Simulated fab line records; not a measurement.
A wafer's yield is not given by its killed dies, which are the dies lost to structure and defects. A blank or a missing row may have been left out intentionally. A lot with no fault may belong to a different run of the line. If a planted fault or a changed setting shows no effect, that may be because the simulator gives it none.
Struck lot and sound lot, side by side || flow n5Finfet || 15 out of 1938 route steps
Sound: these wafers, L299.1, L299.2, L299.6. Wafers L312.1, L312.3, L312.4 were the ones struck. The cause comes at the end.
Per side, at each step with rows, come the tool, then ch with its chambers, and then its first start. Under that, the readings that differ: sound wafers || struck wafers || difference of the means || sigmas: that difference in standard deviations of wafers without a fault.
alike: words and numbers the same on both sides, and readings whose means are apart by under 2 such deviations; not compared: readings that were withheld, readings missing a value for some wafer, numbers with overlapping values and no deviation given by the record, and bounds like >300 which may hide the same value.
The two part at a step that has a row with sigmas, a row that says differs or no value, or rows on one side only. Numbers that have no deviation but don't overlap get no sigmas and don't part them. Lack of a reading on every wafer of one side parts them only where that side has two or more wafers.

first, 11 steps without rows for these wafers: N5_BEOL_M0_SAQP_STRIP_80 (strips in N2/H2); N5_BEOL_M0_SAQP_HM_OPEN_112 (chemistry CHF3/O2, target SiO2, stops on a-Si, target depth 12 nm, time 13.5 s); N5_BEOL_M0_SAQP_STRIP_113 (strips in CHF3/O2); N5_BEOL_M0_SAQP_MANDREL_ETCH_20 (etches a-Si in HBr/Cl2, stops on SiNx, target depth 60 nm, bt time 10 s, time 30 s); N5_BEOL_M0_SAQP_STRIP_86 (strips in N2/H2); N5_BEOL_M0_SAQP_STRIP_115 (strips in post etch residue remover, time 60 s); N5_BEOL_M0_SAQP_SRD_93 (time 30 s); N5_BEOL_M0_SAQP_RECESS_114 (chemistry HF/NH3, target SiO2, target depth 14.4 nm, afs cycles 3, sublimation time 60 s); N5_BEOL_M0_SAQP_SPACER1_ALD_98 (deposits SiO2, target thk 12.8 nm, pulse time 1 s, purge time 2 s); N5_BEOL_M0_SAQP_SPACER1_ETCHBACK_99 (etches SiO2 in CHF3/O2, target depth 15.4 nm, time 7.7 s); N5_BEOL_M0_SAQP_MANDREL1_REMOVE_100 (chemistry HBr/Cl2/O2, target a-Si, stops on SiNx, bt time 10 s).
N5_BEOL_M0_SAQP_ETCH_101: etches SiNx in CH3F/O2, target depth 29.9 nm, time 42.7 s.
  sound on rieDiel-01 ch 0,2,3, day 6 02:13; struck on rieDiel-04 ch 0,1,2, day 9 08:43
  no value came back on the struck wafers for any of 9 readings (CH3F_flow_sccm (sccm), O2_flow_sccm (sccm) and others); on the sound wafers CH3F_flow_sccm (sccm) reads 29.82 29.96 29.85
  not compared: rfHoursCounterH
then, 1 step without rows for these wafers: N5_BEOL_M0_SAQP_ETCH_102 (etches SiO2 in CF4, target depth 4 nm, time 4.4 s).
N5_BEOL_M4_RC_MEAS_101:
  the record has rows for the sound wafers here (prober-02 ch 0, day 8 12:55) and none for the struck ones
-- the record jumps here: 7 days lie between the struck wafers' starts before and after (it left off in module BEOL_M4 and takes up again in module PASSIVATION, whose first step shown is number 1936 of the route) --
N5_PASSIVATION_PROBE_49:
  rows exist in the record for the struck wafers here (prober-01, day 15 22:44), but not for the sound ones

== WHERE THEY PART ==
Earliest at N5_BEOL_M0_SAQP_ETCH_101; latest, in this record, at N5_PASSIVATION_PROBE_49.

WHY: whatever the simulator had introduced
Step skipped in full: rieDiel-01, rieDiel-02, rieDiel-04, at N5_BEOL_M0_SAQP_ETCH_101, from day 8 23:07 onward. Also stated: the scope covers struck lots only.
